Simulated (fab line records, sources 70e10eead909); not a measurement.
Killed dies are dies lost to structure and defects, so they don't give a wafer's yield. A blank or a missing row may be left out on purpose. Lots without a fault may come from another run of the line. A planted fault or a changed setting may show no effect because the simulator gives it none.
Which tool did it? | flow nand_harc | 13 lots, 39 wafers sampled, at 5 steps of a route of 1302

WHAT THE GAUGES READ, wafer by wafer
NHARC_P_STI_INSPECT_25. Usual: raw_defect_count 211, standard deviation 84.
lot  | measured     | on                | raw_defect_count | flag
L272 | day 4 09:39  | defect_inspect-02 | 251 142 122      |
L274 | day 5 03:39  | defect_inspect-02 | 211 206 283      |
L276 | day 6 01:10  | defect_inspect-01 | 184 243 200      |
L278 | day 6 20:19  | defect_inspect-02 | 277 251 171      |
L279 | day 7 06:03  | defect_inspect-02 | 161 133 94       |
L280 | day 7 19:16  | defect_inspect-01 | 337 269 257      |
L281 | day 8 01:30  | defect_inspect-01 | 106 99 104       |
L283 | day 8 22:40  | defect_inspect-02 | 203 141 236      |
L285 | day 10 04:44 | defect_inspect-02 | 219 548 506      |
L291 | day 12 06:09 | defect_inspect-01 | 327 364 222      |
L292 | day 12 16:36 | defect_inspect-02 | 124 201 181      |
L293 | day 13 03:14 | defect_inspect-02 | 160 190 102      |
L294 | day 13 15:32 | defect_inspect-02 | 252 167 165      |

NHARC_P_GATE_CD_MEAS_11: target cd 1640 nm. Usual: cd_nm 1640.4 nm, standard deviation 2.3.
lot  | measured     | on        | cd_nm (nm)           | flag
L272 | day 4 18:02  | cd_sem-03 | 1641.4 1638.0 1637.4 |
L274 | day 5 12:31  | cd_sem-02 | 1642.8 1639.7 1641.1 |
L276 | day 6 13:22  | cd_sem-03 | 1638.2 1640.5 1640.7 |
L278 | day 7 04:43  | cd_sem-03 | 1639.0 1636.1 1639.2 |
L279 | day 7 14:22  | cd_sem-02 | 1641.8 1639.8 1641.9 |
L280 | day 8 03:58  | cd_sem-02 | 1643.0 1643.2 1641.9 |
L281 | day 8 09:53  | cd_sem-03 | 1642.0 1640.3 1636.8 |
L283 | day 9 07:21  | cd_sem-01 | - - -                | OFF
L285 | day 10 13:34 | cd_sem-02 | 1639.4 1639.7 1638.7 |
L291 | day 12 14:53 | cd_sem-02 | 1642.8 1639.5 1636.9 |
L292 | day 13 01:22 | cd_sem-01 | 1639.3 1641.9 1638.8 |
L293 | day 13 11:29 | cd_sem-02 | 1641.9 1641.5 1638.2 |
L294 | day 14 01:14 | cd_sem-02 | 1641.6 1640.6 1640.0 |

NHARC_P_GATE_CD_MEAS_26: target cd 120 nm. Usual: cd_nm 120.1 nm, standard deviation 0.81.
lot  | measured     | on        | cd_nm (nm)        | flag
L272 | day 5 07:59  | cd_sem-02 | 119.8 118.1 118.9 |
L274 | day 6 02:52  | cd_sem-03 | 120.5 119.7 120.7 |
L276 | day 7 07:31  | cd_sem-03 | 121.0 121.3 121.5 |
L278 | day 7 22:46  | cd_sem-03 | 119.8 121.3 120.6 |
L279 | day 8 04:15  | cd_sem-01 | 120.7 120.7 119.5 |
L280 | day 8 20:32  | cd_sem-02 | 119.7 119.9 119.2 |
L281 | day 9 01:52  | cd_sem-02 | 120.2 119.9 119.8 |
L283 | day 9 21:37  | cd_sem-03 | 121.1 119.7 121.2 |
L285 | day 11 03:51 | cd_sem-03 | 120.7 119.7 119.8 |
L291 | day 13 08:35 | cd_sem-01 | 119.3 121.1 120.4 |
L292 | day 13 15:38 | cd_sem-01 | 117.9 119.0 119.2 |
L293 | day 14 05:19 | cd_sem-01 | 120.0 121.6 120.3 |
L294 | day 14 20:34 | cd_sem-02 | 121.2 120.8 121.2 |

WHICH TOOL RAN EACH LOT (tool, then ch and the chambers of the sampled wafers, then the start)
lot  | NHARC_P_GATE_EXPOSE_08            | NHARC_P_GATE_DEP_103
L272 | krf_scanner-01 ch 0, day 4 17:52  | pecvd-04 ch 1,2, day 5 07:16
L274 | krf_scanner-04 ch 0, day 5 12:22  | pecvd-02 ch 0,1,2, day 6 02:19
L276 | krf_scanner-02 ch 0, day 6 13:13  | pecvd-04 ch 0,1,2, day 7 06:50
L278 | krf_scanner-02 ch 0, day 7 04:34  | pecvd-02 ch 0,1,2, day 7 22:15
L279 | krf_scanner-02 ch 0, day 7 14:12  | pecvd-04 ch 0,1, day 8 03:37
L280 | krf_scanner-02 ch 0, day 8 03:49  | pecvd-01 ch 0,1, day 8 19:52
L281 | krf_scanner-01 ch 0, day 8 09:43  | pecvd-04 ch 0,1,2, day 9 01:11
L283 | krf_scanner-04 ch 0, day 9 07:12  | pecvd-02 ch 0,1,2, day 9 20:56
L285 | krf_scanner-01 ch 0, day 10 13:25 | pecvd-01 ch 0,1, day 11 03:10
L291 | krf_scanner-04 ch 0, day 12 14:44 | pecvd-01 ch 0,1, day 13 07:54
L292 | krf_scanner-02 ch 0, day 13 01:12 | pecvd-04 ch 1,2, day 13 14:58
L293 | krf_scanner-02 ch 0, day 13 11:20 | pecvd-04 ch 0,1,2, day 14 04:38
L294 | krf_scanner-04 ch 0, day 14 01:05 | pecvd-01 ch 0,1, day 14 19:52
- NHARC_P_GATE_EXPOSE_08: exposes mask P HV.
- NHARC_P_GATE_DEP_103: deposits SiON, target thk 30 nm.

WHAT THE TOOLS THEMSELVES READ (means of the sampled wafers that have a number; where no wafer has one, the mark that the record gives instead)
NHARC_P_GATE_EXPOSE_08. Usual: reticle_temp_C 23.01 C, standard deviation 0.099.
lot  | tool           | reticle_temp_C (C) | flag
L272 | krf_scanner-01 | 23.03              |
L274 | krf_scanner-04 | 23.05              |
L276 | krf_scanner-02 | 23.03              |
L278 | krf_scanner-02 | 22.97              |
L279 | krf_scanner-02 | 23.10              |
L280 | krf_scanner-02 | 22.93              |
L281 | krf_scanner-01 | 23.05              |
L283 | krf_scanner-04 | 23.10              |
L285 | krf_scanner-01 | 23.09              |
L291 | krf_scanner-04 | 22.97              |
L292 | krf_scanner-02 | 22.92              |
L293 | krf_scanner-02 | 23.12              |
L294 | krf_scanner-04 | 22.94              |

NHARC_P_GATE_DEP_103. Usual: heater_power_w 789 W, standard deviation 72.
lot  | tool     | heater_power_w (W) | flag
L272 | pecvd-04 | 873                |
L274 | pecvd-02 | 760                |
L276 | pecvd-04 | 820                |
L278 | pecvd-02 | 801                |
L279 | pecvd-04 | 811                |
L280 | pecvd-01 | 754                |
L281 | pecvd-04 | 768                |
L283 | pecvd-02 | 807                |
L285 | pecvd-01 | 759                |
L291 | pecvd-01 | 747                |
L292 | pecvd-04 | 864                |
L293 | pecvd-04 | 810                |
L294 | pecvd-01 | 793                |

THE ANSWER, worked out from the rows above alone
Rule: a lot is off if the mean of its wafers that have a number lies more than 3 standard deviations from the usual mean. A lot without any number at a reading at which 4 lots or more have one is off too. The other lots that the step has rows for count as sound. The gauges are gone through in route order, then the tools' own readings, and for those a lot's mean is taken as printed above. The first step at which some lot is off is used, and at that step the reading that is off furthest; a lot without a number counts as furthest.
Off: L283, at NHARC_P_GATE_CD_MEAS_11 (cd_nm). Without a number there: L283.
A tool fits if, at a process step before that reading, it ran every lot that is off, and no sound lot after the first of them. The gauges at NHARC_P_GATE_CD_MEAS_11 are tried like those tools. None of those tried fits.

WHAT THE SIMULATOR HAD PUT IN
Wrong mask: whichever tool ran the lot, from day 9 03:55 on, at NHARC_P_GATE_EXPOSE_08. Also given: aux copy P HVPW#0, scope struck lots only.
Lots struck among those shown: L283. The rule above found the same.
